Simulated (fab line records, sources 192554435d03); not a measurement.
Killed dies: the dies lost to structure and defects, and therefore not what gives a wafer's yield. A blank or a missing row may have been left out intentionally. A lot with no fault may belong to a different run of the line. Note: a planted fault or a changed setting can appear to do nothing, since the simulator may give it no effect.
Which tool did it? ; flow n5Finfet ; 10 lots with 30 wafers sampled at 2 steps, on a route of 1938 steps

WHAT THE GAUGES SHOWED, per wafer
N5_BEOL_M4_RC_MEAS_101. Usual: DIBL_N 37.3 mV/V, standard deviation 2.3; DIBL_P 37.4 mV/V, standard deviation 2.9; IOFF_N 0.18 nA/um, standard deviation 0.045; IOFF_P 0.25 nA/um, standard deviation 0.054; ION_N 679 uA/um, standard deviation 15; ION_P 468 uA/um, standard deviation 9.7; SS_N 71.8 mV/dec, standard deviation 0.62; SS_P 73.6 mV/dec, standard deviation 0.76; VT_N 248 mV, standard deviation 4.1; VT_P -248 mV, standard deviation 3.6.
lot;measured;on;DIBL_N (mV/V);DIBL_P (mV/V);IOFF_N (nA/um);IOFF_P (nA/um);ION_N (uA/um);ION_P (uA/um);SS_N (mV/dec);SS_P (mV/dec);VT_N (mV);VT_P (mV);flag
L647;day 8 14:34;prober-01;36.8 36.2 37.5;37.7 35.5 37.9;0.16 0.14 0.17;0.26 0.24 0.28;687 669 689;483 466 482;72.0 71.4 71.9;74.3 73.4 73.8;247 251 246;-246 -245 -246;
L656;day 10 19:53;prober-01;36.9 32.6 36.2;38.9 32.7 38.4;0.18 0.11 0.19;0.25 0.16 0.25;673 675 692;462 461 472;72.5 70.8 72.3;73.3 72.4 73.1;247 258 246;-249 -254 -246;
L657;day 10 20:28;prober-02;38.0 37.5 39.2;39.3 38.2 40.2;0.22 0.17 0.25;0.24 0.21 0.26;696 675 702;471 455 467;71.9 72.6 71.9;73.7 73.8 73.8;245 248 242;-251 -253 -247;
L659;day 11 20:29;prober-02;39.9 33.8 36.5;41.6 33.4 36.2;0.25 0.12 0.15;0.33 0.18 0.22;703 675 658;481 470 465;71.6 71.2 71.5;73.8 72.9 73.8;245 252 253;-243 -251 -247;
L661;day 11 22:19;prober-01;41.3 36.2 35.9;41.0 35.4 33.3;0.29 0.17 0.14;0.34 0.23 0.19;697 689 667;476 479 455;71.5 71.1 71.7;74.8 73.6 72.6;239 246 251;-244 -246 -250;
L663;day 12 06:49;prober-01;38.4 36.5 37.4;39.6 37.6 38.9;0.22 0.18 0.21;0.29 0.25 0.28;672 695 703;459 473 474;73.0 71.3 71.7;74.3 74.1 74.2;248 248 245;-246 -246 -244;
L664;day 12 10:14;prober-01;38.1 39.1 36.4;38.7 39.5 35.6;0.18 0.20 0.16;0.23 0.24 0.19;679 674 685;459 458 465;72.0 71.9 71.9;73.5 73.8 73.0;246 246 249;-250 -250 -252;
L665;day 12 10:40;prober-02;39.6 41.1 36.8;38.4 40.5 33.9;0.19 0.23 0.14;0.25 0.32 0.17;683 682 653;464 467 449;71.9 73.4 71.7;74.1 74.8 72.3;248 246 255;-251 -244 -253;
L667;day 13 07:53;prober-02;40.7 35.8 39.5;41.8 35.6 41.2;0.23 0.14 0.22;0.30 0.20 0.28;679 662 677;467 462 464;72.8 71.7 73.2;73.9 73.1 74.6;244 252 246;-248 -252 -249;
L669;day 13 13:46;prober-02;38.2 37.2 34.7;36.8 36.0 33.0;0.19 0.18 0.13;0.30 0.26 0.21;680 681 675;476 468 472;71.5 71.3 71.0;73.7 73.0 72.6;246 246 251;-242 -246 -248;

N5_BEOL_M8_CD_MEAS_28: the cd target is 40 nm. Usual: cdNm 40.08 nm, standard deviation 0.25.
lot;measured;on;cdNm (nm);flag
L647;day 9 23:58;cdSem-01;40.06 39.87 39.50;
L656;day 12 15:52;cdSem-01;40.45 40.43 40.04;
L657;day 12 16:21;cdSem-02;39.93 40.40 40.05;
L659;day 13 07:22;cdSem-03;39.90 39.62 40.40;
L661;day 13 11:50;cdSem-01;40.17 39.54 40.25;
L663;day 13 18:28;cdSem-03;39.73 40.11 40.11;
L664;day 13 18:25;cdSem-02;39.87 40.10 39.89;
L665;day 14 01:11;cdSem-01;40.15 40.33 40.23;
L667;day 15 01:11;cdSem-01;40.09 40.22 39.89;
L669;day 14 22:19;cdSem-03;40.27 40.08 40.09;

EACH LOT AND THE TOOL THAT RAN IT (in order: tool; ch and the chambers of the sampled wafers; start)
Before these readings, the record contains no process step.

AS READ BY THE TOOLS THEMSELVES (means over the sampled wafers that have a number; for cases with no such wafer, the mark the record gives instead)
The record holds no such reading with a usual standard deviation.

THE ANSWER, worked out from the rows above alone
Rule: a lot counts as off when the mean over its wafers that have a number is more than 3 standard deviations away from the usual mean. A lot without any number at a reading at which 4 lots or more have one is off too. Any other lot the step has rows for is counted as sound. After the gauges, taken in route order, come the tools' own readings; for these a lot's mean is taken, as printed above. At the first step where some lot is off, the reading lying furthest off is the one used; lots without a number count as furthest.
No lot is off at any reading shown: from this, nothing can be told.

WHAT HAD BEEN PUT IN BY THE SIMULATOR
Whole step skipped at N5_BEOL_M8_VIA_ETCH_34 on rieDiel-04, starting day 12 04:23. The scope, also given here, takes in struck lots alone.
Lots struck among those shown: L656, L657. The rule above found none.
